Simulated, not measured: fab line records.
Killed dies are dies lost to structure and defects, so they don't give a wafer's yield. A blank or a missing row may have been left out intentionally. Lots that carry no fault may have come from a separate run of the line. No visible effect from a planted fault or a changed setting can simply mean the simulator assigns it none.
Split-lot study | flow n5Finfet | 7 lots, 39 wafers read, on a route of 1938 steps

THE SPLIT ITSELF
At N5_BEOL_M7_HM_DEP_02 (deposits TiN, target thk 20 nm), the setting targetThkA was moved away from the recipe's 200 angstrom on 15 of the 39 wafers read, by -42.2% to +51.3%. For the rest of the wafers, this setting stayed at what the recipe calls for.

FROM THE SPLIT TO THE READING: what the file shows between them, 4 steps
- N5_BEOL_M7_COAT_59: time 60 s, resist thk 100 nm
- N5_BEOL_M7_COAT_60: time 60 s, resist thk 35 nm
- N5_BEOL_M7_STRIP_68: strips in N2/H2
- N5_BEOL_M7_STRIP_67: strips in CF4

THE READING
etch.depthNm (the simulator's own value, which no gauge read), in nm, at N5_BEOL_M7_HM_OPEN_17 (chemistry Cl2/BCl3, target TiN, target depth 20 nm, overetch 6 nm). No usual value for it is given in the file. Here, 24 wafers ran the recipe; their average is 20.08 nm with a standard deviation of 0.21 nm.

wafer  | tool, chamber at the split | targetThkA as run, angstrom | against the recipe | etch.depthNm, nm | against lot-mates on the recipe
L076.1 | pvdSputter-03, -           | 115.5                       | -42.2%             | 11.6             | -8.56
L076.2 | pvdSputter-03, -           | 200                         | recipe             | 20.2             | -
L076.3 | pvdSputter-03, -           | 115.5                       | -42.2%             | 11.59            | -8.57
L076.4 | pvdSputter-03, -           | 115.5                       | -42.2%             | 12.1             | -8.06
L076.5 | pvdSputter-03, -           | 200                         | recipe             | 20.23            | -
L076.6 | pvdSputter-03, -           | 200                         | recipe             | 20.04            | -
L078.1 | pvdSputter-03, -           | 302.7                       | +51.3%             | 25.06            | +5.05
L078.2 | pvdSputter-03, -           | 200                         | recipe             | 19.78            | -
L078.3 | pvdSputter-03, -           | 200                         | recipe             | 20.13            | -
L078.5 | pvdSputter-03, -           | 200                         | recipe             | 20.13            | -
L078.4 | pvdSputter-03, -           | 302.7                       | +51.3%             | 25.6             | +5.59
L078.6 | pvdSputter-03, -           | 302.7                       | +51.3%             | 24.96            | +4.95
L082.1 | pvdSputter-01, -           | 200                         | recipe             | 20.15            | -
L082.2 | pvdSputter-01, -           | 200                         | recipe             | 19.83            | -
L082.3 | pvdSputter-01, -           | 263.3                       | +31.6%             | 25.69            | +5.80
L082.4 | pvdSputter-01, -           | 200                         | recipe             | 19.69            | -
L082.5 | pvdSputter-01, -           | 263.3                       | +31.6%             | 26.01            | +6.12
L082.6 | pvdSputter-01, -           | 263.3                       | +31.6%             | 25.98            | +6.09
L085.4 | pvdSputter-03, -           | 200                         | recipe             | 20.14            | -
L085.5 | pvdSputter-03, -           | 200                         | recipe             | 19.76            | -
L085.6 | pvdSputter-03, -           | 200                         | recipe             | 19.72            | -
L087.1 | pvdSputter-01, -           | 200                         | recipe             | 20.01            | -
L087.2 | pvdSputter-01, -           | 200                         | recipe             | 20.36            | -
L087.3 | pvdSputter-01, -           | 147.3                       | -26.3%             | 15.11            | -5.01
L087.4 | pvdSputter-01, -           | 147.3                       | -26.3%             | 14.9             | -5.22
L087.5 | pvdSputter-01, -           | 200                         | recipe             | 19.99            | -
L087.6 | pvdSputter-01, -           | 147.3                       | -26.3%             | 15.09            | -5.03
L093.1 | pvdSputter-01, -           | 200                         | recipe             | 20.32            | -
L093.2 | pvdSputter-01, -           | 200                         | recipe             | 20.44            | -
L093.3 | pvdSputter-01, -           | 200                         | recipe             | 20.46            | -
L093.4 | pvdSputter-01, -           | 200                         | recipe             | 20.19            | -
L093.5 | pvdSputter-01, -           | 200                         | recipe             | 20.06            | -
L093.6 | pvdSputter-01, -           | 200                         | recipe             | 20.29            | -
L095.1 | pvdSputter-01, -           | 200                         | recipe             | 20.01            | -
L095.2 | pvdSputter-01, -           | 145.5                       | -27.2%             | 14.66            | -5.32
L095.3 | pvdSputter-01, -           | 200                         | recipe             | 19.99            | -
L095.4 | pvdSputter-01, -           | 145.5                       | -27.2%             | 14.35            | -5.63
L095.5 | pvdSputter-01, -           | 145.5                       | -27.2%             | 14.5             | -5.48
L095.6 | pvdSputter-01, -           | 200                         | recipe             | 19.94            | -

THE FIT
A straight line over all 39 wafers: etch.depthNm changes by +0.157 nm for each +1% of targetThkA; r = +0.97; the points scatter about the line by 1 nm.
The same after taking each lot's own level away (the mean of its wafers on the recipe; 39 wafers): +0.159 nm for each +1%; r = +0.97; scatter 1 nm.
Per that fit: largest targetThkA move, reading shift of 8.2 nm.
Measured against the standard deviation above, the lots' own levels, which go from 19.873 to 20.293 nm, span 2.0 times it.
The two slopes are in agreement: the lot-to-lot level therefore moves the slope only a little.
Check: for one of the wafers moved furthest among these (+51.3%), held out of the fit, the line's prediction against its lot-mates is +8.21 nm. It came out at +5.05 nm against them.

OTHER SPLITS ON THESE WAFERS
Other splits were also applied to these wafers ahead of the reading. Each is held against what the fit with the lots' levels taken away leaves over:
other split on the same wafers         | wafers away from the commonest value | r with etch.depthNm (lot level and that fit taken away)
N5_BEOL_M3_TRENCH_ETCH_37 targetDepthA | 12                                   | -0.39

THE WHOLE CHAIN: every reading that the file lists as answering this split, in the file's order
step                  | what it does                                                      | reading                                                                         | change (the file's fit)               | r (the file's)
N5_BEOL_M7_HM_DEP_02  | deposits TiN, target thk 20 nm                                    | TiN_of_BEOL_M7_HM_DEP_02.thkNm (the simulator's own value, which no gauge read) | +0.199 nm for each +1% of the setting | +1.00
N5_BEOL_M7_HM_OPEN_17 | chemistry Cl2/BCl3, target TiN, target depth 20 nm, overetch 6 nm | etch.depthNm (the simulator's own value, which no gauge read)                   | +0.16 nm for each +1% of the setting  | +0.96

THE FILE'S OWN FIT
etch.depthNm changes by +0.16 nm for each +1% of targetThkA, r = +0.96.
